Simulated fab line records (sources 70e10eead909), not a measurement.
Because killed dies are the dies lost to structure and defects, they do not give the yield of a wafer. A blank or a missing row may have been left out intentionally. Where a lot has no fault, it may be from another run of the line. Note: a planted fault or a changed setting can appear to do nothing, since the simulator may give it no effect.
Chamber matching -- flow nandHarc -- 4 sister chambers for NHARC_A_WL_FILL_ALD_00 on aldHk-03
The step deposits Al2O3, target thk 3 nm, pulse time 3 s, ald cycles 30. 14 wafers are shown with their chamber, then 7 later ones without.

## WAFERS WITH THEIR CHAMBER
wafer,chamber,heaterPowerW (W),precursorPulseHeightRel
L080.2,0,458,0.964
L080.4,1,515,0.994
L080.5,1,519,0.971
L080.1,3,444,0.991
L080.3,2,574,0.983
L080.6,2,592,1.025
L083.2,1,509,0.999
L083.4,2,592,0.989
L083.5,2,609,0.978
L086.1,3,446,0.995
L086.4,0,439,1.010
L086.5,3,438,0.977
L090.1,1,515,0.993
L090.4,0,448,1.035

SIGNATURES (means of the wafers above)
reading,chamber 0,chamber 1,chamber 2,chamber 3,scatter within a chamber
heaterPowerW,448.33,514.50,591.75,442.67,9.38
precursorPulseHeightRel,1.00300,0.98925,0.99375,0.98767,0.0214
Rule: a wafer lies at a distance from a chamber equal to the root of the sum of squares, over the readings, of (its reading less the chamber's mean, divided by the reading's scatter). The wafer belongs to the nearest chamber; if the next one is less than 2 further off, it can't be placed. The scatter is the square root of a quotient: the sum, over the shown wafers, of each reading's squared deviation from its chamber's mean, divided by wafers minus chambers.

## WAFERS WHOSE CHAMBER IS MISSING
wafer,heaterPowerW (W),precursorPulseHeightRel
L090.5,439,1.016
L094.1,525,1.009
L094.2,459,1.002
L094.3,558,0.988
L097.1,448,0.997
L097.5,564,1.006
L097.6,532,0.995

## WHICH CHAMBER EACH ONE RAN IN
wafer,from the rows above,in truth
L090.5,can't be placed: 0 or 3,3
L094.1,1,1
L094.2,can't be placed: 0 or 3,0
L094.3,can't be placed: 2 or 1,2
L097.1,can't be placed: 0 or 3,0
L097.5,2,2
L097.6,1,1
3 of 7 placed correctly. From these rows, 4 cannot be placed; in 4 the true chamber is one of the candidates. Placed wrongly: 0.
